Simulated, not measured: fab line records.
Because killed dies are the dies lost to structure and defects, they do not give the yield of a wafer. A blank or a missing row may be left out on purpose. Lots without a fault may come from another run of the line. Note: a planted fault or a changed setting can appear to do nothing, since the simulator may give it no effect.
Chamber matching || flow nand harc || 4 sister chambers for NHARC_A_CHANNEL_FILL_D1_ALD_25 on ald hk-01
The step deposits SiOx, target thk 60 nm, pulse time 10 s, ald cycles 600. 7 wafers are shown with their chamber, then 7 later ones without.

## WAFERS, EACH WITH ITS CHAMBER
{"wafer": "L080.1", "chamber": 1, "heater power w (W)": 462, "precursor pulse height rel": 1.016}
{"wafer": "L080.5", "chamber": 3, "heater power w (W)": 431, "precursor pulse height rel": 1.001}
{"wafer": "L083.2", "chamber": 0, "heater power w (W)": 394, "precursor pulse height rel": 0.990}
{"wafer": "L083.3", "chamber": 2, "heater power w (W)": 497, "precursor pulse height rel": 1.052}
{"wafer": "L083.4", "chamber": 3, "heater power w (W)": 433, "precursor pulse height rel": 0.996}
{"wafer": "L084.3", "chamber": 2, "heater power w (W)": 493, "precursor pulse height rel": 1.022}
{"wafer": "L084.2", "chamber": 0, "heater power w (W)": 397, "precursor pulse height rel": 1.010}

## WAFERS MISSING THEIR CHAMBER
{"wafer": "L084.4", "heater power w (W)": 451, "precursor pulse height rel": 0.991}
{"wafer": "L093.2", "heater power w (W)": 391, "precursor pulse height rel": 1.013}
{"wafer": "L093.3", "heater power w (W)": 464, "precursor pulse height rel": 1.020}
{"wafer": "L093.6", "heater power w (W)": 503, "precursor pulse height rel": 0.995}
{"wafer": "L096.1", "heater power w (W)": 502, "precursor pulse height rel": 1.004}
{"wafer": "L096.3", "heater power w (W)": 453, "precursor pulse height rel": 0.989}
{"wafer": "L096.4", "heater power w (W)": 394, "precursor pulse height rel": 1.008}

## WHICH CHAMBER EACH WENT THROUGH
{"wafer": "L084.4", "from the rows above": 1, "in truth": 1}
{"wafer": "L093.2", "from the rows above": 0, "in truth": 0}
{"wafer": "L093.3", "from the rows above": 1, "in truth": 1}
{"wafer": "L093.6", "from the rows above": 2, "in truth": 2}
{"wafer": "L096.1", "from the rows above": 2, "in truth": 2}
{"wafer": "L096.3", "from the rows above": 1, "in truth": 1}
{"wafer": "L096.4", "from the rows above": 0, "in truth": 0}
Placed correctly: 7 of 7. Not placeable from these rows: 0. 0 placed wrongly.
How it was worked out, from the rows above alone: a wafer's distance from a chamber is the root of the sum, over the readings, of the square of ((its reading less the chamber's mean) divided by the reading's scatter). The wafer belongs to the nearest chamber; if the next one is less than 2 further off, it can't be placed. For every chamber, the mean is computed from those of its wafers that are shown. The scatter: the root of (the sum of the squares of (reading less its chamber's mean) over the shown wafers, divided by (wafers less chambers)).
